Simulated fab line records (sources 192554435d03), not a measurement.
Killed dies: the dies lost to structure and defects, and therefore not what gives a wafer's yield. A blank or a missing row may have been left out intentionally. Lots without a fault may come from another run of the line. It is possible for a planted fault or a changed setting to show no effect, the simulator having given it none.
Split-lot experiment | flow n5-finfet | 39 wafers read from 7 lots, route of 1938 steps

THE SPLIT
At N5_SD_EPI_P_EPI_21 (deposits SiGe:B, time 355 s), the setting epi-growth-time-s was moved away from the recipe's 355 s on 15 of the 39 wafers read, by -8.2% to +10.3%. For the rest of the wafers, this setting stayed at what the recipe calls for.

FROM THE SPLIT TO THE READING: what the file shows between them, 7 steps
- N5_SD_EPI_P_HM_STRIP_48: strips SiNx in H3PO4, material SiNx, target depth 3 nm
- N5_SD_EPI_P_SRD_49: time 30 s
- N5_SD_EPI_P_PRECLEAN_24: cleans in O3/DIW, time 45 s
- N5_SD_EPI_P_PRECLEAN_32: cleans in dHF, time 10 s
- N5_SD_EPI_P_PRECLEAN_33: cleans in SC2, time 45 s
- N5_SD_ACTIVATION_RTA_00: time 0 s
- N5_SD_ACTIVATION_LSA_01: time 0.0008 s

THE READING
At N5_SD_ACTIVATION_RS_MEAS_03, a four-point-probe measurement gives RS_SD_P in ohm/sq. Typical for fault-free wafers on this fab line: 56.1 ohm/sq, with standard deviation 0.89 ohm/sq.

wafer  | tool, chamber at the split | epi-growth-time-s as run, s | against the recipe | RS_SD_P, ohm/sq | against lot-mates on the recipe
L075.1 | epi-rpcvd-04, 0            | 355                         | recipe             | 55.9            | -
L075.2 | epi-rpcvd-04, 0            | 355                         | recipe             | 55.7            | -
L075.4 | epi-rpcvd-04, 0            | 355                         | recipe             | 56.2            | -
L081.1 | epi-rpcvd-02, 0            | 355                         | recipe             | 55.7            | -
L081.2 | epi-rpcvd-02, 0            | 355                         | recipe             | 56.2            | -
L081.3 | epi-rpcvd-02, 0            | 325.9                       | -8.2%              | 58.7            | +3.0
L081.4 | epi-rpcvd-02, 0            | 325.9                       | -8.2%              | 58.3            | +2.6
L081.5 | epi-rpcvd-02, 0            | 355                         | recipe             | 55.2            | -
L081.6 | epi-rpcvd-02, 0            | 325.9                       | -8.2%              | 58.3            | +2.6
L085.1 | epi-rpcvd-04, 0            | 355                         | recipe             | 54.9            | -
L085.2 | epi-rpcvd-04, 0            | 355                         | recipe             | 54.3            | -
L085.3 | epi-rpcvd-04, 0            | 355                         | recipe             | 53.9            | -
L085.4 | epi-rpcvd-04, 0            | 355                         | recipe             | 54.4            | -
L085.5 | epi-rpcvd-04, 0            | 355                         | recipe             | 53.8            | -
L085.6 | epi-rpcvd-04, 0            | 355                         | recipe             | 54.6            | -
L087.1 | epi-rpcvd-02, 0            | 355                         | recipe             | 56.6            | -
L087.2 | epi-rpcvd-02, 0            | 391.7                       | +10.3%             | 53.2            | -3.4
L087.3 | epi-rpcvd-02, 0            | 391.7                       | +10.3%             | 53.0            | -3.6
L087.4 | epi-rpcvd-02, 0            | 355                         | recipe             | 56.7            | -
L087.5 | epi-rpcvd-02, 0            | 391.7                       | +10.3%             | 53.5            | -3.1
L087.6 | epi-rpcvd-02, 0            | 355                         | recipe             | 56.6            | -
L089.1 | epi-rpcvd-01, 0            | 355                         | recipe             | 56.7            | -
L089.2 | epi-rpcvd-01, 0            | 366.2                       | +3.2%              | 54.6            | -1.4
L089.3 | epi-rpcvd-01, 0            | 366.2                       | +3.2%              | 55.6            | -0.4
L089.4 | epi-rpcvd-01, 0            | 355                         | recipe             | 55.6            | -
L089.5 | epi-rpcvd-01, 0            | 355                         | recipe             | 55.7            | -
L089.6 | epi-rpcvd-01, 0            | 366.2                       | +3.2%              | 54.2            | -1.8
L091.1 | epi-rpcvd-04, 0            | 373.6                       | +5.2%              | 54.5            | -1.6
L091.2 | epi-rpcvd-04, 0            | 355                         | recipe             | 55.5            | -
L091.3 | epi-rpcvd-04, 0            | 373.6                       | +5.2%              | 53.6            | -2.5
L091.4 | epi-rpcvd-04, 0            | 355                         | recipe             | 56.6            | -
L091.5 | epi-rpcvd-04, 0            | 355                         | recipe             | 56.3            | -
L091.6 | epi-rpcvd-04, 0            | 373.6                       | +5.2%              | 53.3            | -2.8
L096.1 | epi-rpcvd-01, 0            | 355                         | recipe             | 57.1            | -
L096.2 | epi-rpcvd-01, 0            | 374.8                       | +5.6%              | 55.0            | -1.8
L096.3 | epi-rpcvd-01, 0            | 355                         | recipe             | 57.0            | -
L096.4 | epi-rpcvd-01, 0            | 374.8                       | +5.6%              | 54.9            | -1.9
L096.5 | epi-rpcvd-01, 0            | 374.8                       | +5.6%              | 54.7            | -2.1
L096.6 | epi-rpcvd-01, 0            | 355                         | recipe             | 56.4            | -

THE FIT
A straight line over all 39 wafers: RS_SD_P changes by -0.276 ohm/sq for each +1% of epi-growth-time-s; r = -0.81; the points scatter about the line by 0.85 ohm/sq.
The same after taking each lot's own level away (the mean of its wafers on the recipe; 39 wafers): -0.345 ohm/sq for each +1%; r = -0.96; scatter 0.41 ohm/sq.
On that fit, the largest move of epi-growth-time-s shifts the reading by 3.6 ohm/sq.
From 54.32 to 56.83 ohm/sq: that is the span of the lots' own levels, equal to 2.8 times the standard deviation above.
In other words, the slope is changed by the lot-to-lot level; the two fits disagree.
Check: with one of the wafers moved furthest among these (+10.3%) left out of the fit, the line predicts -3.65 ohm/sq for it against its lot-mates. Against them it came out at -3.43 ohm/sq.

THE WHOLE CHAIN: every reading that the file lists as answering this split, in the file's order
step                        | what it does                 | reading                                                                           | change (the file's fit)               | r (the file's)
N5_SD_EPI_P_EPI_21          | deposits SiGe:B, time 355 s  | SiGe-B_of_SD_EPI_P_EPI_21.thk-nm (the simulator's own value, which no gauge read) | +0.379 nm for each +1% of the setting | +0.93
N5_SD_EPI_P_PRECLEAN_24     | cleans in O3/DIW, time 45 s  | SiGe-B_of_SD_EPI_P_EPI_21.thk-nm (the simulator's own value, which no gauge read) | +0.371 nm for each +1% of the setting | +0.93
N5_SD_ACTIVATION_RS_MEAS_03 | measures by four-point-probe | RS_SD_P                                                                           | -0.346 for each +1% of the setting    | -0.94

THE FILE'S OWN FIT
RS_SD_P changes by -0.346 ohm/sq for each +1% of epi-growth-time-s, r = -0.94.
